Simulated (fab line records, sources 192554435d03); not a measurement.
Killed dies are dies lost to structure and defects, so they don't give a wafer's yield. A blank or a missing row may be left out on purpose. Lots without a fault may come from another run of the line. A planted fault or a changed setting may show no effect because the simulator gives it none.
Chamber matching | flow n5_finfet | N5_FIN_SAQP_PECVD_48 on pecvd-03: 3 sister chambers
The step deposits SiNx from SiH4/NH3/N2, target thk 25 nm, time 22.1 s. 3 wafers are shown with their chamber, then 8 later ones without.

WAFERS WITH THEIR CHAMBER
wafer  | chamber | showerhead_plenum_p_Torr (Torr)
L086.4 | 0       | 5.09
L086.6 | 2       | 5.19
L087.1 | 1       | 5.22

WAFERS WITHOUT THEIR CHAMBER
wafer  | showerhead_plenum_p_Torr (Torr)
L087.3 | 5.09
L087.5 | 5.17
L089.2 | 5.22
L089.3 | 5.08
L089.5 | 5.19
L095.1 | 5.19
L095.4 | 5.18
L095.5 | 5.10

WHICH CHAMBER EACH WENT THROUGH
wafer  | from the rows above | in truth
L087.3 | 0                   | 0
L087.5 | 2                   | 2
L089.2 | 1                   | 1
L089.3 | 0                   | 0
L089.5 | 2                   | 2
L095.1 | 2                   | 2
L095.4 | 2                   | 2
L095.5 | 0                   | 0
Placed correctly: 8 of 8. Can't be placed from these rows: 0. Placed wrongly: 0.
How it was worked out, from the rows above alone: a wafer's distance from a chamber is the root of the sum, over the readings, of the square of ((its reading less the chamber's mean) divided by the reading's scatter). The wafer belongs to the nearest chamber; if the next one is less than 2 further off, it can't be placed. A chamber's mean is the mean of its shown wafers. The scatter: with one shown wafer a chamber, the root of the mean of the squares of how far each hidden wafer lies from its nearest shown one.
